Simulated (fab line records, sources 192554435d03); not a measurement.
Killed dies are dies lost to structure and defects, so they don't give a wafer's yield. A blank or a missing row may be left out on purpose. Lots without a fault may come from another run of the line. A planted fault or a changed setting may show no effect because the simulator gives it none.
fab line records | flow n5_finfet
record lots=24 wafers=72 last_day=18
route steps=1938 shown BEOL_M14@1766 BEOL_M15@1789 MIM_TOP_ETCH@1852 MIM_BOT_ETCH@1867 PASSIVATION@1905
lots that met no fault: from a run of the same line without faults
start_h: hours from the record's first day to the start of the lot's first wafer shown | wait_h: hours since the lot's step before | " the same as in the row above | L1.1+2: a row that stands for several wafers | - no value, or no start given | * or withheld: withheld | < > ~ a bound
route shown NAME@n: a module of which the file shows steps, and the number in the route of the first | usual: mean/standard deviation of fault-free wafers | same: alike in all rows | chamber/n: place in a boat | sites: the reading at each site | _std_site: their standard deviation | _edge_site: outer sites' mean less inner sites' | radius_mm: how far each site lies from the wafer's centre | mask NAME#n: copy n | behind: the tool/chamber that last shaped the wafer | hold: why the lot was held/for how many hours/how that ended | device: the transistor (n, p or np) that didn't switch | end of line: the same wafers' tests at the end of the route | a step without rows: its recipe alone | killed: dies lost to structure and defects at the first sort, not the wafer's yield | map: a wafer's dies, x killed, . not, _ none there
set.NAME: the setting as run; set.NAME@STEP: as run at that earlier step | model.NAME: the simulator's own value behind a step, which no gauge read
steps of the route over a sample of lots; a table a step, a row a wafer
services: from which hour (start_h, from the record's first day; less than 0 if before it) a tool's chamber was out of use, for how many hours, and why
## steps
# step N5_BEOL_M14_ANNEAL_48
# recipe temp_c=225 time_s=90 ambient=N2
# usual anneal_temp_c_max=226.05/0.28 wafer_temp_C_max=226.11/0.29
# columns lot.wafer tool chamber start_h wait_h anneal_temp_c_max wafer_temp_C_max
L074.3 rtp_anneal-01 0 260.56 0.2 225.83 226.40
L074.4 " 0 " " 225.92 226.43
L074.6 " 0 " " 225.86 226.23
L075.1 rtp_anneal-01 0 269.83 0.6 226.08 225.94
L075.2 " 0 " " 226.06 226.41
L075.4 " 0 " " 225.84 225.97
L077.2 rtp_anneal-01 0 276.58 0.5 226.16 226.15
L077.5 " 0 " " 226.44 226.35
L077.6 " 0 " " 226.09 226.29
L076.2 rtp_anneal-02 0 287.06 0.2 226.61 225.97
L076.3 " 0 " " 226.42 226.20
L076.4 " 0 " " 226.31 226.04
L079.3 rtp_anneal-01 0 290.68 0.2 226.17 226.03
L079.4 " 0 " " 226.42 227.08
L079.6 " 0 " " 226.10 226.80
L080.1 rtp_anneal-02 0 295.92 0.1 226.05 225.84
L080.3 " 0 " " 225.69 225.79
L080.4 " 0 " " 225.92 225.88
L081.2 rtp_anneal-02 0 297.04 0.2 225.79 225.94
L081.3 " 0 " " 226.34 226.13
L081.5 " 0 " " 226.57 226.10
L082.3 rtp_anneal-02 0 310.72 1.0 226.10 225.87
L082.4 " 0 " " 226.09 225.94
L082.6 " 0 " " 225.92 225.85
L078.1 rtp_anneal-01 0 316.52 0.1 225.93 226.36
L078.4 " 0 " " 225.57 226.03
L078.5 " 0 " " 226.13 226.56
L083.4 rtp_anneal-02 0 323.20 1.8 225.96 225.81
L083.5 " 0 " " 226.07 226.00
L083.6 " 0 " " 226.12 225.49
L084.2 rtp_anneal-01 0 328.11 0.2 225.82 226.31
L084.4 " 0 " " 225.83 226.16
L084.6 " 0 " " 225.69 225.94
L085.1 rtp_anneal-01 0 341.38 0.2 225.96 226.83
L085.2 " 0 " " 225.81 226.40
L085.6 " 0 " " 225.85 226.15
L086.2 rtp_anneal-01 0 341.69 0.2 226.22 226.05
L086.5 " 0 " " 226.00 226.26
L086.6 " 0 " " 225.94 226.05
L088.1 rtp_anneal-02 0 348.62 0.6 226.21 225.89
L088.2 " 0 " " 226.16 226.16
L088.3 " 0 " " 226.09 226.06
L087.2 rtp_anneal-02 0 356.72 0.5 226.50 225.73
L087.3 " 0 " " 226.20 225.75
L087.6 " 0 " " 225.71 225.90
L090.1 rtp_anneal-02 0 372.61 0.3 226.29 225.71
L090.3 " 0 " " 226.46 226.06
L090.5 " 0 " " 225.99 225.85
L089.2 rtp_anneal-02 0 376.21 0.2 226.36 226.00
L089.4 " 0 " " 225.98 225.84
L089.6 " 0 " " 226.25 225.75
L091.1 rtp_anneal-01 0 379.81 0.1 226.11 225.67
L091.2 " 0 " " 225.88 226.00
L091.4 " 0 " " 226.55 225.95
L092.1 rtp_anneal-01 0 390.77 0.1 226.24 225.93
L092.3 " 0 " " 225.95 226.73
L092.4 " 0 " " 225.98 226.17
L095.1 rtp_anneal-02 0 397.88 0.4 226.05 225.93
L095.2 " 0 " " 225.97 226.02
L095.4 " 0 " " 226.09 225.82
L094.2 rtp_anneal-01 0 398.18 0.7 225.93 226.18
L094.3 " 0 " " 225.33 226.67
L094.5 " 0 " " 225.91 226.54
L093.1 rtp_anneal-01 0 399.91 0.1 225.72 226.81
L093.5 " 0 " " 225.67 226.16
L093.6 " 0 " " 226.05 226.36
L096.4 rtp_anneal-01 0 408.69 0.5 226.01 226.40
L096.5 " 0 " " 225.93 226.42
L096.6 " 0 " " 225.88 226.33
L097.2 rtp_anneal-02 0 413.56 0.3 226.34 225.92
L097.4 " 0 " " 226.34 226.13
L097.5 " 0 " " 226.20 226.01
# step N5_BEOL_M15_STRIP_63
# recipe chemistry=O2 power_w=600 temp_c=60 pressure_mtorr=30 rf_frequency_hz=6e+07 bias_power_w=0 overash_fraction=0.3 o2_flow_sccm=225
# usual drypump_motor_current_A=6.0/0.37 oes_product_au=0.80/0.095 rf_vpp_V=3.6/0.74 showerhead_plenum_p_Torr=2.09/0.067 throttle_valve_pct=16.64/0.26
# same bias_power_w=0
# columns lot.wafer tool chamber start_h wait_h drypump_motor_current_A oes_product_au rf_hours_counter_h rf_vpp_V showerhead_plenum_p_Torr throttle_valve_pct
L074.3 rie_diel-02 0 - - 6.7 0.86 75 3.8 2.14 16.37
L074.4 " 1 " " 5.8 0.72 - 6.0 2.01 17.17
L074.6 " 2 " " 5.7 0.98 - 5.1 2.21 16.56
L075.1 rie_diel-02 0 - - 6.7 0.85 79 3.6 2.14 16.41
L075.2 " 3 " " 5.8 0.71 203 3.0 1.98 16.47
L075.4 " 1 " " 5.8 0.71 186 3.6 2.01 17.18
L077.2 rie_diel-03 2 - - 6.6 0.70 248 4.1 2.08 16.88
L077.5 " 2 " " 6.6 0.70 - 3.3 2.08 16.91
L077.6 " 1 " " 5.9 0.91 - 3.7 2.04 16.45
L076.2 rie_diel-02 2 - - 5.7 0.94 20 4.0 2.21 16.57
L076.3 " 1 " " 5.7 0.71 191 4.1 2.01 17.20
L076.4 " 0 " " 6.7 0.84 83 3.3 2.14 16.39
L079.3 rie_diel-01 1 - - 6.1 0.86 59 3.9 2.05 16.78
L079.4 " 2 " " 6.0 0.70 196 4.0 2.15 16.87
L079.6 " 2 " " 6.0 0.68 - 4.4 2.15 16.88
L080.1 rie_diel-01 1 - - 6.1 0.86 60 3.4 2.05 16.78
L080.3 " 3 " " 5.9 0.69 230 2.9 2.05 16.70
L080.4 " 2 " " 6.0 0.70 197 3.1 2.15 16.84
L081.2 rie_diel-02 1 - - 5.7 0.72 194 2.7 2.01 17.20
L081.3 " 0 " " 6.7 0.85 86 2.8 2.14 16.42
L081.5 " 1 " " 5.8 0.71 - 3.4 2.01 17.22
L082.3 rie_diel-02 3 - - 5.8 0.72 215 4.4 1.98 16.48
L082.4 " 2 " " 5.7 0.95 28 3.8 2.20 16.58
L082.6 " 2 " " 5.7 0.93 - 4.4 2.20 16.58
L078.1 rie_diel-02 3 - - 5.9 0.71 218 3.6 1.98 16.52
L078.4 " 1 " " 5.7 0.71 202 3.9 2.00 17.22
L078.5 " 2 " " 5.7 0.93 - 3.7 2.20 16.58
L083.4 rie_diel-03 0 - - 5.3 0.75 157 2.9 2.11 16.74
L083.5 " 1 " " 5.8 0.87 - 3.5 2.03 16.48
L083.6 " 2 " " 6.5 0.95 - 4.0 2.08 16.49
L084.2 rie_diel-01 2 - - 6.1 0.70 204 3.2 2.15 16.90
L084.4 " 1 " " 6.1 0.85 66 3.5 2.05 16.79
L084.6 " 2 " " 6.0 0.69 - 3.8 2.15 16.88
L085.1 rie_diel-02 0 - - 6.7 0.83 101 2.8 2.13 16.43
L085.2 " 2 " " 5.7 0.91 39 3.5 2.20 16.63
L085.6 " 2 " " 5.7 0.91 - 2.7 2.20 16.60
L086.2 rie_diel-02 0 - - 6.7 0.81 101 3.4 2.13 16.45
L086.5 " 0 " " 6.6 0.83 - 3.6 2.13 16.41
L086.6 " 2 " " 5.7 0.91 - 4.7 2.20 16.60
L088.1 rie_diel-01 3 - - 5.9 0.69 241 3.6 2.05 16.73
L088.2 " 2 " " 6.0 0.69 210 5.1 2.15 16.90
L088.3 " 0 " " 6.2 0.86 51 3.5 2.09 16.25
L087.2 rie_diel-02 0 - - 6.6 0.82 105 3.3 2.13 16.44
L087.3 " 2 " " 5.7 0.89 44 2.9 2.20 16.61
L087.6 " 0 " " 6.6 0.82 - 3.9 2.13 16.44
L090.1 rie_diel-03 3 - - 6.5 0.93 3 3.4 2.15 16.42
L090.3 " 2 " " 6.5 0.89 19 3.6 2.08 16.51
L090.5 " 1 " " 5.9 0.84 - 3.9 2.03 16.48
L089.2 rie_diel-01 2 - - 6.0 0.68 218 4.9 2.15 16.94
L089.4 " 3 " " 5.9 0.68 249 4.3 2.04 16.74
L089.6 " 3 " " 5.9 0.67 - 3.4 2.05 16.75
L091.1 rie_diel-03 0 - - 5.3 0.74 176 4.8 2.11 16.76
L091.2 " 3 " " 6.4 0.93 6 5.0 2.15 16.39
L091.4 " 2 " " 6.6 0.88 22 3.4 2.08 16.56
L092.1 rie_diel-01 2 - - 6.0 0.67 224 2.6 2.14 16.96
L092.3 " 1 " " 6.1 0.83 88 4.3 2.04 16.82
L092.4 " 0 " " 6.2 0.84 - 3.4 2.09 16.25
L095.1 rie_diel-01 1 - - 6.0 0.82 91 3.3 2.04 16.82
L095.2 " 3 " " 5.9 0.99 0 5.1 2.04 16.29
L095.4 " 0 " " 6.2 0.83 69 3.2 2.08 16.28
L094.2 rie_diel-03 0 - - 5.3 0.72 183 3.9 2.10 16.80
L094.3 " 2 " " 6.6 0.87 28 4.0 2.07 16.58
L094.5 " 0 " " 5.3 0.73 - 3.1 2.10 16.80
L093.1 rie_diel-03 0 - - 5.2 0.74 184 2.7 2.10 16.82
L093.5 " 3 " " 6.4 0.90 - 4.1 2.15 16.44
L093.6 " 0 " " 5.3 0.74 - 4.3 2.10 16.83
L096.4 rie_diel-01 0 - - 6.2 0.84 72 2.6 2.08 16.30
L096.5 " 3 " " 5.9 0.98 - 5.0 2.04 16.33
L096.6 " 2 " " 6.0 0.67 - 4.9 2.14 16.92
L097.2 rie_diel-01 1 - - 6.0 0.80 96 3.6 2.04 16.85
L097.4 " 3 " " 5.9 0.96 6 5.2 2.04 16.32
L097.5 " 3 " " 5.9 0.96 - 4.1 2.04 16.35
# step N5_MIM_TOP_ETCH_STRIP_01
# recipe chemistry=O2 power_w=600 temp_c=60 pressure_mtorr=30 rf_frequency_hz=6e+07 bias_power_w=0 overash_fraction=0.5 o2_flow_sccm=225
# usual drypump_motor_current_A=6.0/0.36 oes_product_au=0.79/0.093 rf_vpp_V=3.6/1.2 showerhead_plenum_p_Torr=2.08/0.069 throttle_valve_pct=16.67/0.27
# same bias_power_w=0
# columns lot.wafer tool chamber start_h wait_h drypump_motor_current_A oes_product_au rf_hours_counter_h rf_vpp_V showerhead_plenum_p_Torr throttle_valve_pct
L074.3 rie_diel-01 0 273.75 0.1 6.2 0.89 33 3.6 2.10 16.23
L074.4 " 2 " " 6.0 0.71 190 2.0 2.16 16.86
L074.6 " 2 " " 6.1 0.69 - 2.1 2.15 16.84
L075.1 rie_diel-01 3 280.48 0.1 5.8 0.70 226 2.5 2.05 16.71
L075.2 " 1 " " 6.1 0.88 56 4.1 2.05 16.77
L075.4 " 2 " " 6.0 0.70 193 2.3 2.16 16.84
L077.2 rie_diel-03 3 290.30 0.1 6.4 0.69 232 5.9 2.16 16.78
L077.5 " 3 " " 6.4 0.69 - 3.6 2.16 16.83
L077.6 " 1 " " 5.8 0.92 - 4.1 2.04 16.41
L076.2 rie_diel-02 1 297.10 0.1 5.8 0.72 193 4.6 2.01 17.21
L076.3 " 2 " " 5.7 0.93 22 3.6 2.21 16.53
L076.4 " 0 " " 6.7 0.83 85 1.9 2.14 16.44
L079.3 rie_diel-03 1 304.36 0.1 5.8 0.88 47 3.2 2.03 16.40
L079.4 " 1 " " 5.8 0.88 - 5.5 2.03 16.42
L079.6 " 3 " " 6.4 0.67 - 3.2 2.16 16.83
L080.1 rie_diel-02 3 307.99 0.1 5.8 0.73 213 4.2 1.98 16.47
L080.3 " 2 " " 5.7 0.95 26 4.4 2.20 16.57
L080.4 " 0 " " 6.7 0.84 89 4.7 2.13 16.40
L081.2 rie_diel-02 1 310.10 0.2 5.7 0.70 198 2.4 2.01 17.20
L081.3 " 3 " " 5.8 0.73 214 4.3 1.98 16.50
L081.5 " 2 " " 5.7 0.94 - 1.8 2.21 16.58
L082.3 rie_diel-02 0 322.53 0.1 6.7 0.83 94 6.1 2.13 16.49
L082.4 " 3 " " 5.8 0.72 219 4.7 1.97 16.47
L082.6 " 3 " " 5.8 0.69 - 4.4 1.97 16.46
L078.1 rie_diel-02 1 331.81 0.1 5.7 0.71 206 2.8 2.00 17.18
L078.4 " 3 " " 5.8 0.72 221 4.6 1.98 16.49
L078.5 " 0 " " 6.7 0.82 - 3.5 2.13 16.44
L083.4 rie_diel-01 2 332.91 0.1 6.0 0.68 205 3.7 2.15 16.88
L083.5 " 2 " " 6.0 0.70 - 2.9 2.15 16.91
L083.6 " 1 " " 6.1 0.86 - 2.3 2.05 16.79
L084.2 rie_diel-02 2 337.64 0.2 5.7 0.90 36 4.8 2.20 16.63
L084.4 " 0 " " 6.7 0.82 99 2.6 2.13 16.45
L084.6 " 1 " " 5.8 0.71 - 4.9 2.00 17.17
L085.1 rie_diel-01 0 354.25 0.1 6.2 0.85 52 4.3 2.09 16.24
L085.2 " 1 " " 6.0 0.84 73 2.3 2.05 16.82
L085.6 " 2 " " 6.0 0.69 - 3.1 2.15 16.87
L086.2 rie_diel-01 1 354.32 0.1 6.1 0.85 73 4.8 2.05 16.79
L086.5 " 3 " " 5.9 0.69 - 4.1 2.05 16.76
L086.6 " 2 " " 6.0 0.70 - 5.0 2.15 16.91
L088.1 rie_diel-02 0 360.90 0.2 6.7 0.81 106 5.1 2.13 16.45
L088.2 " 2 " " 5.7 0.90 45 4.7 2.20 16.60
L088.3 " 1 " " 5.7 0.70 212 2.4 2.00 17.23
L087.2 rie_diel-03 1 366.66 0.1 5.9 0.85 70 3.3 2.03 16.50
L087.3 " 0 " " 5.3 0.74 172 5.3 2.11 16.82
L087.6 " 0 " " 5.2 0.74 - 1.2 2.11 16.78
L090.1 rie_diel-01 1 384.84 0.1 6.0 0.84 84 5.2 2.04 16.82
L090.3 " 2 " " 6.0 0.67 220 2.7 2.14 16.90
L090.5 " 1 " " 6.0 0.83 - 2.3 2.04 16.83
L089.2 rie_diel-02 1 389.53 0.1 5.7 0.71 219 3.5 2.00 17.25
L089.4 " 2 " " 5.7 0.89 52 4.5 2.20 16.59
L089.6 " 0 " " 6.7 0.80 - 5.1 2.13 16.47
L091.1 rie_diel-02 0 390.49 0.1 6.6 0.79 113 2.9 2.13 16.46
L091.2 " 2 " " 5.7 0.90 52 3.0 2.19 16.63
L091.4 " 1 " " 5.7 0.71 219 3.2 2.00 17.20
L092.1 rie_diel-01 3 403.20 0.2 5.9 0.99 2 3.9 2.04 16.33
L092.3 " 2 " " 6.1 0.67 228 2.8 2.14 16.90
L092.4 " 0 " " 6.2 0.82 70 4.5 2.08 16.30
L095.1 rie_diel-01 2 408.85 0.1 6.0 0.66 230 3.8 2.14 16.93
L095.2 " 1 " " 6.1 0.82 94 2.4 2.04 16.83
L095.4 " 3 " " 5.9 0.99 3 7.2 2.04 16.31
L094.2 rie_diel-01 0 414.05 0.1 6.2 0.82 73 3.5 2.08 16.24
L094.3 " 2 " " 6.0 0.67 232 2.8 2.14 16.96
L094.5 " 2 " " 6.0 0.66 - 1.7 2.14 16.93
L093.1 rie_diel-02 3 414.13 0.1 5.8 0.69 245 2.3 1.97 16.52
L093.5 " 3 " " 5.8 0.69 - 2.9 1.97 16.54
L093.6 " 0 " " 6.7 0.79 - 2.5 2.12 16.47
L096.4 rie_diel-03 3 419.76 0.1 6.5 0.86 20 3.1 2.14 16.48
L096.5 " 3 " " 6.5 0.89 - 4.1 2.14 16.47
L096.6 " 2 " " 6.6 0.87 - 3.8 2.07 16.56
L097.2 rie_diel-03 2 426.27 0.1 6.5 0.86 38 3.3 2.07 16.56
L097.4 " 0 " " 5.2 0.73 190 4.9 2.10 16.85
L097.5 " 2 " " 6.6 0.84 - 3.6 2.07 16.59
# step N5_MIM_BOT_ETCH_ETCH_03
# recipe chemistry=Cl2/BCl3 target_depth_a=120 pressure_mtorr=8 icp_w=800 bias_w=100 Cl2_flow_sccm=20 bcl3_flow_sccm=80
# usual bias_w=100.00/0.29 drypump_motor_current_A=5.66/0.26 oes_product_au=0.84/0.077 throttle_valve_pct=27.82/0.29
# columns lot.wafer tool chamber start_h wait_h bias_w drypump_motor_current_A oes_product_au rf_hours_counter_h throttle_valve_pct
L074.3 rie_metal-03 0 274.57 0.1 100.21 5.99 1.00 - 27.61
L074.4 " 1 " " 100.22 5.50 0.72 - 27.78
L074.6 " 0 " " 100.47 6.00 0.99 - 27.62
L075.1 rie_metal-02 1 281.16 0.1 99.94 5.76 0.88 13 27.74
L075.2 " 0 " " 100.05 5.26 0.89 4 27.56
L075.4 " 1 " " 99.77 5.77 0.88 - 27.75
L077.2 rie_metal-02 1 291.33 0.1 100.31 5.78 0.88 14 27.75
L077.5 " 1 " " 99.88 5.80 0.89 - 27.74
L077.6 " 0 " " 100.08 5.28 0.88 - 27.54
L076.2 rie_metal-02 1 297.89 0.1 99.95 5.79 0.88 15 27.76
L076.3 " 0 " " 100.25 5.29 0.88 - 27.55
L076.4 " 1 " " 99.84 5.78 0.88 - 27.75
L079.3 rie_metal-01 0 305.05 0.1 99.55 5.39 0.84 - 27.99
L079.4 " 1 " " 99.45 5.84 0.90 - 28.46
L079.6 " 0 " " 99.99 5.39 0.84 - 27.96
L080.1 rie_metal-02 0 308.78 0.1 99.85 5.28 0.87 7 27.55
L080.3 " 1 " " 100.06 5.77 0.86 - 27.74
L080.4 " 0 " " 100.35 5.27 0.87 - 27.54
L081.2 rie_metal-03 0 310.76 0.1 99.89 5.99 0.96 2 27.61
L081.3 " 1 " " 99.83 5.45 0.71 - 27.77
L081.5 " 1 " " 100.17 5.46 0.71 - 27.77
L082.3 rie_metal-01 1 323.25 0.1 99.32 5.82 0.89 - 28.45
L082.4 " 1 " " 99.51 5.82 0.89 - 28.46
L082.6 " 1 " " 100.22 5.88 0.89 - 28.46
L078.1 rie_metal-02 1 332.61 0.1 100.41 5.83 0.86 18 27.74
L078.4 " 0 " " 99.87 5.28 0.86 - 27.55
L078.5 " 1 " " 100.06 5.83 0.86 - 27.75
L083.4 rie_metal-02 1 333.73 0.1 99.55 5.77 0.85 - 27.76
L083.5 " 1 " " 99.75 5.78 0.86 - 27.74
L083.6 " 0 " " 100.06 5.28 0.85 - 27.56
L084.2 rie_metal-02 1 338.46 0.2 100.12 5.78 0.86 20 27.76
L084.4 " 1 " " 99.62 5.80 0.86 - 27.75
L084.6 " 1 " " 99.86 5.79 0.86 - 27.76
L085.1 rie_metal-01 0 354.92 0.1 100.32 5.40 0.83 26 27.98
L085.2 " 1 " " 99.83 5.82 0.88 18 28.45
L085.6 " 1 " " 100.43 5.82 0.89 - 28.46
L086.2 rie_metal-03 1 355.05 0.1 99.98 5.50 0.71 60 27.79
L086.5 " 1 " " 99.99 5.46 0.69 - 27.78
L086.6 " 0 " " 99.98 5.99 0.91 - 27.62
L088.1 rie_metal-03 1 361.62 0.1 99.93 5.50 0.70 61 27.80
L088.2 " 0 " " 100.61 5.98 0.92 7 27.64
L088.3 " 0 " " 100.05 6.01 0.91 - 27.62
L087.2 rie_metal-03 1 367.32 0.1 99.76 5.45 0.70 61 27.80
L087.3 " 1 " " 99.84 5.47 0.70 - 27.79
L087.6 " 0 " " 99.91 5.99 0.92 - 27.62
L090.1 rie_metal-01 1 385.65 0.1 100.61 5.80 0.88 21 28.47
L090.3 " 0 " " 100.03 5.38 0.81 - 27.97
L090.5 " 1 " " 99.81 5.83 0.88 - 28.46
L089.2 rie_metal-02 1 390.22 0.1 100.12 5.80 0.85 24 27.77
L089.4 " 1 " " 99.84 5.79 0.84 - 27.77
L089.6 " 0 " " 99.92 5.29 0.84 - 27.56
L091.1 rie_metal-03 0 391.17 0.1 100.08 5.96 0.90 11 27.63
L091.2 " 0 " " 100.20 5.97 0.90 - 27.64
L091.4 " 0 " " 99.55 5.99 0.90 - 27.62
L092.1 rie_metal-01 1 404.52 0.1 99.92 5.80 0.88 22 28.47
L092.3 " 1 " " 100.00 5.87 0.87 - 28.46
L092.4 " 0 " " 99.47 5.41 0.80 - 27.96
L095.1 rie_metal-03 0 409.52 0.1 100.14 5.99 0.89 14 27.63
L095.2 " 1 " " 100.35 5.44 0.70 62 27.78
L095.4 " 1 " " 100.19 5.49 0.70 - 27.79
L094.2 rie_metal-01 0 414.83 0.1 100.20 5.38 0.81 32 27.96
L094.3 " 0 " " 100.06 5.37 0.81 - 27.99
L094.5 " 0 " " 100.19 5.39 0.80 - 27.98
L093.1 rie_metal-03 0 414.89 0.1 100.14 5.98 0.89 15 27.65
L093.5 " 0 " " 100.07 5.98 0.89 - 27.65
L093.6 " 1 " " 100.30 5.51 0.69 - 27.80
L096.4 rie_metal-03 0 420.71 0.1 100.15 5.96 0.89 - 27.63
L096.5 " 1 " " 100.43 5.50 0.69 - 27.78
L096.6 " 0 " " 100.05 5.99 0.89 - 27.63
L097.2 rie_metal-03 1 426.93 0.1 100.20 5.46 0.69 64 27.79
L097.4 " 1 " " 101.23 5.47 0.69 - 27.78
L097.5 " 0 " " 100.13 5.98 0.88 - 27.65
# step N5_PASSIVATION_CD_MEAS_30
# recipe target_cd_nm=4000 landing_energy_ev=500 detector=se_inlens polarity=opening
# usual cd_nm=4000.2/2.5
# columns lot.wafer tool chamber start_h wait_h cd_nm
L074.3 cd_sem-03 0 280.04 - 3995.2
L074.4 " 0 " " 3999.2
L074.6 " 0 " " 4001.0
L075.1 cd_sem-01 0 284.03 - 3997.7
L075.2 " 0 " " 3995.0
L075.4 " 0 " " 3997.3
L077.2 cd_sem-03 0 295.84 - 4002.1
L077.5 " 0 " " 4000.9
L077.6 " 0 " " 3998.2
L076.2 cd_sem-02 0 303.74 - 3999.8
L076.3 " 0 " " 3998.8
L076.4 " 0 " " 4000.7
L079.3 cd_sem-03 0 308.92 - 4001.0
L079.4 " 0 " " 4000.1
L079.6 " 0 " " 4004.5
L080.1 cd_sem-03 0 314.31 - 3999.1
L080.3 " 0 " " 3995.4
L080.4 " 0 " " 3998.7
L081.2 cd_sem-01 0 315.42 - 3996.6
L081.3 " 0 " " 3998.1
L081.5 " 0 " " 3995.5
L082.3 cd_sem-03 0 327.34 - 4000.9
L082.4 " 0 " " 3999.7
L082.6 " 0 " " 4000.1
L078.1 cd_sem-02 0 336.50 - 4001.2
L078.4 " 0 " " 4001.0
L078.5 " 0 " " 3999.8
L083.4 cd_sem-01 0 337.80 - 3997.9
L083.5 " 0 " " 4000.5
L083.6 " 0 " " 4000.7
L084.2 cd_sem-01 0 341.57 - 3998.4
L084.4 " 0 " " 4000.2
L084.6 " 0 " " 3999.9
L085.1 cd_sem-03 0 360.93 - 4005.9
L085.2 " 0 " " 4001.5
L085.6 " 0 " " 4003.4
L086.2 cd_sem-01 0 361.11 - 4000.0
L086.5 " 0 " " 4001.9
L086.6 " 0 " " 4001.2
L088.1 cd_sem-02 0 365.47 - 4003.4
L088.2 " 0 " " 4001.2
L088.3 " 0 " " 3998.5
L087.2 cd_sem-01 0 372.00 - 4000.6
L087.3 " 0 " " 4000.1
L087.6 " 0 " " 4000.7
L090.1 cd_sem-01 0 388.98 - 3996.8
L090.3 " 0 " " 4000.3
L090.5 " 0 " " 3998.4
L089.2 cd_sem-02 0 393.76 - 4002.3
L089.4 " 0 " " 4002.9
L089.6 " 0 " " 4001.8
L091.1 cd_sem-03 0 394.22 - 3997.8
L091.2 " 0 " " 4001.9
L091.4 " 0 " " 3998.9
L092.1 cd_sem-02 0 407.97 - 4000.9
L092.3 " 0 " " 3998.8
L092.4 " 0 " " 3999.7
L095.1 cd_sem-02 0 413.04 - 4000.7
L095.2 " 0 " " 4000.4
L095.4 " 0 " " 3997.8
L093.1 cd_sem-02 0 420.30 - 4002.2
L093.5 " 0 " " 4002.2
L093.6 " 0 " " 4000.6
L094.2 cd_sem-01 0 420.58 - 3997.9
L094.3 " 0 " " 3997.4
L094.5 " 0 " " 3999.8
L096.4 cd_sem-02 0 425.31 - 4001.4
L096.5 " 0 " " 4001.7
L096.6 " 0 " " 4001.5
L097.2 cd_sem-02 0 431.17 - 4000.7
L097.4 " 0 " " 3996.6
L097.5 " 0 " " 3997.4
# step N5_PASSIVATION_OVL_MEAS_66
# recipe points_per_wafer=44
# usual PASS_OPEN_OVL=2/6.2
# columns lot.wafer tool chamber start_h wait_h PASS_OPEN_OVL[nm]
L074.3 overlay-02 0 281.88 0.0 12
L074.4 " 0 " " 10
L074.6 " 0 " " 9
L075.1 overlay-02 0 286.68 0.0 1
L075.2 " 0 " " -4
L075.4 " 0 " " 0
L077.2 overlay-01 0 297.77 0.0 9
L077.5 " 0 " " 5
L077.6 " 0 " " 4
L076.2 overlay-01 0 305.78 0.0 4
L076.3 " 0 " " 0
L076.4 " 0 " " 8
L079.3 overlay-01 0 310.82 0.0 -1
L079.4 " 0 " " 1
L079.6 " 0 " " -1
L080.1 overlay-01 0 316.26 0.0 3
L080.3 " 0 " " 5
L080.4 " 0 " " 7
L081.2 overlay-02 0 317.25 0.0 -6
L081.3 " 0 " " -9
L081.5 " 0 " " -19
L082.3 overlay-02 0 329.10 0.0 -1
L082.4 " 0 " " -10
L082.6 " 0 " " -6
L078.1 overlay-02 0 338.47 0.0 2
L078.4 " 0 " " 4
L078.5 " 0 " " -5
L083.4 overlay-02 0 339.69 0.0 3
L083.5 " 0 " " -4
L083.6 " 0 " " 9
L084.2 overlay-02 0 343.50 0.0 5
L084.4 " 0 " " 9
L084.6 " 0 " " 4
L085.1 overlay-01 0 362.83 0.0 5
L085.2 " 0 " " 8
L085.6 " 0 " " 1
L086.2 overlay-02 0 363.09 0.0 9
L086.5 " 0 " " -5
L086.6 " 0 " " 8
L088.1 overlay-02 0 367.44 0.0 -2
L088.2 " 0 " " -3
L088.3 " 0 " " 2
L087.2 overlay-02 0 373.80 0.0 6
L087.3 " 0 " " 6
L087.6 " 0 " " 9
L090.1 overlay-01 0 391.55 0.0 -2
L090.3 " 0 " " -6
L090.5 " 0 " " -3
L089.2 overlay-02 0 395.85 0.0 -6
L089.4 " 0 " " -4
L089.6 " 0 " " -3
L091.1 overlay-01 0 396.65 0.0 -11
L091.2 " 0 " " 1
L091.4 " 0 " " 0
L092.1 overlay-02 0 409.83 0.0 1
L092.3 " 0 " " 4
L092.4 " 0 " " 6
L095.1 overlay-01 0 414.98 0.0 2
L095.2 " 0 " " 7
L095.4 " 0 " " 18
L093.1 overlay-01 0 422.19 0.0 6
L093.5 " 0 " " 7
L093.6 " 0 " " 8
L094.2 overlay-02 0 422.52 0.0 -3
L094.3 " 0 " " -1
L094.5 " 0 " " 4
L096.4 overlay-01 0 427.36 0.0 4
L096.5 " 0 " " 5
L096.6 " 0 " " -1
L097.2 overlay-02 0 439.02 0.0 10
L097.4 " 0 " " 2
L097.5 " 0 " " -11
## services
# columns tool chamber start_h hours kind
rie_diel-01 3 254.41 9.7 repair
rie_diel-02 3 255.88 9.2 repair
rie_diel-03 3 274.13 5.8 repair
rie_diel-01 3 275.10 4.1 repair
rie_diel-03 2 283.09 - clean
rie_diel-03 2 283.09 - consumable_replace:focus_ring
rie_metal-03 - 295.92 14.6 pm
rie_diel-03 0 311.45 3.0 repair
rtp_anneal-02 - 316.34 5.9 pm
rie_metal-01 0 320.04 4.9 repair
rie_metal-01 - 327.12 14.6 pm
rie_metal-03 - 337.52 1.8 repair
rie_diel-02 1 338.28 8.1 repair
rie_diel-02 - 367.53 0.8 repair
rie_metal-03 1 370.29 29.6 repair
rie_diel-01 3 380.35 - clean
rie_diel-01 3 380.35 - consumable_replace:focus_ring
rie_diel-01 3 380.35 17.6 scheduled_down
rie_diel-01 3 380.35 17.6 vent_cycle
rie_metal-02 - 391.00 2.6 repair
rie_diel-03 1 400.97 6.0 repair
rie_diel-03 0 405.67 8.9 repair
rie_metal-02 1 417.17 3.0 repair
rie_metal-02 - 425.12 15.5 repair
## key
fault none
